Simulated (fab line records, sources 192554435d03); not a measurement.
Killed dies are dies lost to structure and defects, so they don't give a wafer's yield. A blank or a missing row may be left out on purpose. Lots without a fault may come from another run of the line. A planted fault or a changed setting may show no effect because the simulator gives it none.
Which tool did it? | flow n5_finfet | 9 lots, 27 wafers sampled, at 3 steps of a route of 1938

WHAT THE GAUGES READ, wafer by wafer
N5_SD_EPI_P_INSPECT_26: inspects for defects (darkfield).
lot  | measured    | on                | raw_defect_count
L256 | day 3 11:00 | defect_inspect-02 | 119 174 156
L257 | day 3 15:55 | defect_inspect-01 | 189 143 177
L261 | day 4 23:43 | defect_inspect-02 | 113 150 154
L265 | day 5 18:29 | defect_inspect-01 | 160 149 118
L266 | day 6 02:27 | defect_inspect-01 | 1370 1387 1316
L268 | day 6 14:06 | defect_inspect-01 | 1226 1248 1202
L274 | day 8 01:30 | defect_inspect-02 | 181 195 185
L278 | day 9 00:22 | defect_inspect-01 | 237 170 145
L279 | day 9 04:12 | defect_inspect-01 | 157 166 214

WHICH TOOL RAN EACH LOT (tool, then ch and the chambers of the sampled wafers, then the start)
lot  | N5_SD_EPI_P_ETCHBACK_46           | N5_SD_EPI_P_PRECLEAN_51
L256 | rie_diel-02 ch 0,2,3, day 3 07:35 | epi_rpcvd-01 ch 0, day 3 08:16
L257 | rie_diel-03 ch 0,1,3, day 3 11:46 | epi_rpcvd-04 ch 0, day 3 12:20
L261 | rie_diel-03 ch 0,1,2, day 4 18:26 | epi_rpcvd-03 ch 0, day 4 19:01
L265 | rie_diel-05 ch 0,1, day 5 14:21   | epi_rpcvd-01 ch 0, day 5 14:55
L266 | rie_diel-02 ch 1,3, day 5 21:10   | epi_rpcvd-03 ch 0, day 5 21:45
L268 | rie_diel-03 ch 0,1,2, day 6 08:49 | epi_rpcvd-03 ch 0, day 6 09:27
L274 | rie_diel-03 ch 0,1,2, day 7 21:22 | epi_rpcvd-01 ch 0, day 7 21:56
L278 | rie_diel-03 ch 0,2, day 8 21:04   | epi_rpcvd-03 ch 0, day 8 21:40
L279 | rie_diel-05 ch 0,1,2, day 9 00:04 | epi_rpcvd-04 ch 0, day 9 00:43
- N5_SD_EPI_P_ETCHBACK_46: etches SiNx in CH3F/O2, stops on SiO2, target depth 17.5 nm.
- N5_SD_EPI_P_PRECLEAN_51: cleans in NF3:NH3, afs cycles 1, time 20 s, sublimation time 60 s.

THE ANSWER, worked out from the rows above alone
Rule: what is usual is taken from the lots themselves. Put in order of their means at a reading, lots are off if they are a third of the lots or fewer, leave a main group of 4 or more, and stand apart from it by a gap of 3 or more times the standard deviation of the main group's means; of several such gaps the widest counts. A main group whose means are all the same, to the digits that the tables above print for the reading, isn't used. A lot without any number at a reading at which 4 lots or more have one is off too. The other lots that the step has rows for count as sound.
Off: L266, L268, at N5_SD_EPI_P_INSPECT_26 (raw_defect_count). The main group: mean 164, standard deviation 19.
A tool fits if, at a process step before that reading, it ran every lot that is off, and no sound lot after the first of them. The gauges at N5_SD_EPI_P_INSPECT_26 are tried like those tools. None of those tried fits.

WHAT THE SIMULATOR HAD PUT IN
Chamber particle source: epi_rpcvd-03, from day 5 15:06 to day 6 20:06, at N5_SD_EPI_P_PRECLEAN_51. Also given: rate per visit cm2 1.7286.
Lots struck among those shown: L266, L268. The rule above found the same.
